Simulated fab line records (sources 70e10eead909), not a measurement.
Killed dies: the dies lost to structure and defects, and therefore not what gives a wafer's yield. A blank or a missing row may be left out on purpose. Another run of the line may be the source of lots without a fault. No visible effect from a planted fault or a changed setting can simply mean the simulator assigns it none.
Which of the tools did it? + flow nandHarc + at 1 step of a route of 1302, 24 lots with 72 wafers sampled

WHAT EACH GAUGE READ, for each wafer
NHARC_A_CONTACT_CD_MEAS_69: target cd 300 nm. Usual: cdNm reads 299.8 nm (standard deviation 0.5).
| lot  | measured     | on       | cdNm (nm)         | flag |
|------|--------------|----------|-------------------|------|
| L074 | day 22 08:08 | cdSem-03 | 299.8 300.1 299.6 |      |
| L075 | day 22 10:35 | cdSem-03 | 299.9 299.9 299.7 |      |
| L076 | day 22 16:35 | cdSem-03 | 300.0 300.4 300.8 |      |
| L077 | day 22 18:10 | cdSem-03 | 299.3 299.1 299.8 |      |
| L078 | day 23 11:14 | cdSem-03 | 299.6 299.6 300.0 |      |
| L079 | day 23 11:38 | cdSem-01 | 300.5 300.7 300.7 |      |
| L080 | day 24 08:07 | cdSem-01 | 300.0 300.4 300.1 |      |
| L081 | day 24 11:22 | cdSem-03 | 299.8 299.3 300.1 |      |
| L082 | day 25 18:48 | cdSem-03 | 300.3 299.4 299.2 |      |
| L084 | day 25 22:03 | cdSem-02 | 299.6 299.6 299.3 |      |
| L083 | day 26 01:17 | cdSem-02 | 299.4 299.7 300.4 |      |
| L085 | day 26 07:44 | cdSem-01 | 300.1 300.0 300.4 |      |
| L086 | day 27 06:14 | cdSem-03 | 300.4 300.4 300.5 |      |
| L089 | day 27 13:32 | cdSem-03 | 300.1 299.5 299.8 |      |
| L087 | day 27 13:50 | cdSem-03 | 300.0 299.7 300.0 |      |
| L088 | day 28 03:58 | cdSem-01 | 299.5 300.1 299.2 |      |
| L090 | day 28 06:26 | cdSem-01 | 299.1 299.2 299.7 |      |
| L091 | day 29 08:30 | cdSem-01 | 300.1 299.7 299.9 |      |
| L093 | day 29 09:31 | cdSem-02 | 299.7 300.7 299.7 |      |
| L092 | day 29 11:46 | cdSem-02 | 300.4 299.9 300.4 |      |
| L094 | day 29 23:48 | cdSem-02 | 300.2 299.8 300.0 |      |
| L095 | day 30 18:38 | cdSem-03 | 299.6 299.1 299.0 |      |
| L096 | day 31 06:28 | cdSem-01 | 299.6 300.2 300.4 |      |
| L097 | day 31 13:56 | cdSem-02 | 299.0 300.0 299.1 |      |

WHAT TOOL EACH LOT RAN ON (gives the tool, then ch and the chambers of the sampled wafers, and finally the start)
Before these readings, the record contains no process step.

WHAT THE TOOLS THEMSELVES READ (means of the sampled wafers that have a number; where no wafer has one, the mark that the record gives instead)
The record holds no such reading with a usual standard deviation.

THE ANSWER, worked out from the rows above alone
Rule: lot off if the mean of its wafers having a number is beyond 3 standard deviations from the usual mean. Also off: a lot with no number at a reading for which 4 or more lots have one. Where the step has rows for the other lots, those lots are counted as sound. After the gauges, taken in route order, come the tools' own readings; for these a lot's mean is taken, as printed above. At the first step where some lot is off, the reading lying furthest off is the one used; lots without a number count as furthest.
No lot is off at any reading shown: from this, nothing can be told.

WHAT WAS PUT IN BY THE SIMULATOR
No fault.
